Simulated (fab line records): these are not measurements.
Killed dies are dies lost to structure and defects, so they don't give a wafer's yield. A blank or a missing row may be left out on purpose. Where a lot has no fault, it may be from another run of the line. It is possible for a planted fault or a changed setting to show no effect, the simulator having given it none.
What tool caused it? -- flow nand harc -- 12 lots with 36 wafers sampled at 2 steps, on a route of 1159 steps

WHAT THE GAUGES READ, wafer by wafer
NHARC_P_BONDPAD_THK_MEAS_20: measures by xrf.
lot,measured,on,thk nm (nm)
L075,day 7 02:02,film metro-01,159.5 160.1 158.9
L077,day 7 03:32,film metro-01,162.1 161.8 163.1
L078,day 7 15:18,film metro-02,162.9 162.7 158.3
L081,day 7 22:40,film metro-01,160.0 162.2 160.2
L083,day 8 12:47,film metro-01,158.0 159.8 160.4
L085,day 9 04:56,film metro-01,160.1 160.3 159.4
L087,day 9 18:21,film metro-01,160.8 160.4 161.9
L089,day 10 05:27,film metro-02,158.8 159.8 161.6
L091,day 10 14:13,film metro-01,160.1 158.9 159.5
L093,day 11 01:38,film metro-02,160.1 160.3 158.9
L095,day 11 14:50,film metro-02,158.4 160.8 159.4
L096,day 12 05:08,film metro-02,158.5 163.3 159.9

EACH LOT AND THE TOOL THAT RAN IT (in order: tool; ch and the chambers of the sampled wafers; start)
lot,NHARC_P_BONDPAD_PRE_CLEAN_26
L075,"pvd sputter-01, day 7 02:02 or earlier"
L077,"pvd sputter-02, day 7 03:32 or earlier"
L078,"pvd sputter-02, day 7 15:18 or earlier"
L081,"pvd sputter-03, day 7 22:40 or earlier"
L083,"pvd sputter-03, day 8 12:47 or earlier"
L085,"pvd sputter-01, day 9 04:56 or earlier"
L087,"pvd sputter-01, day 9 18:21 or earlier"
L089,"pvd sputter-01, day 10 05:27 or earlier"
L091,"pvd sputter-03, day 10 14:13 or earlier"
L093,"pvd sputter-02, day 11 01:38 or earlier"
L095,"pvd sputter-01, day 11 14:50 or earlier"
L096,"pvd sputter-01, day 12 05:08 or earlier"
- NHARC_P_BONDPAD_PRE_CLEAN_26: time 30 s.

THE ANSWER, worked out from the rows above alone
Rule: the usual values come from the lots themselves. The widest of any qualifying gaps counts: lots, ordered by their means at a reading, are off when they make up no more than a third of the lots, leave a main group of 4 or more, and stand apart from it by 3 or more times the standard deviation of that group's means. A main group is skipped when, at the precision printed for the reading in the tables above, its means are all equal. A lot without any number at a reading at which 4 lots or more have one is off too. Any other lot the step has rows for is counted as sound.
None of the lots is off at any reading shown; this tells nothing.

WHAT THE SIMULATOR HAD PUT IN
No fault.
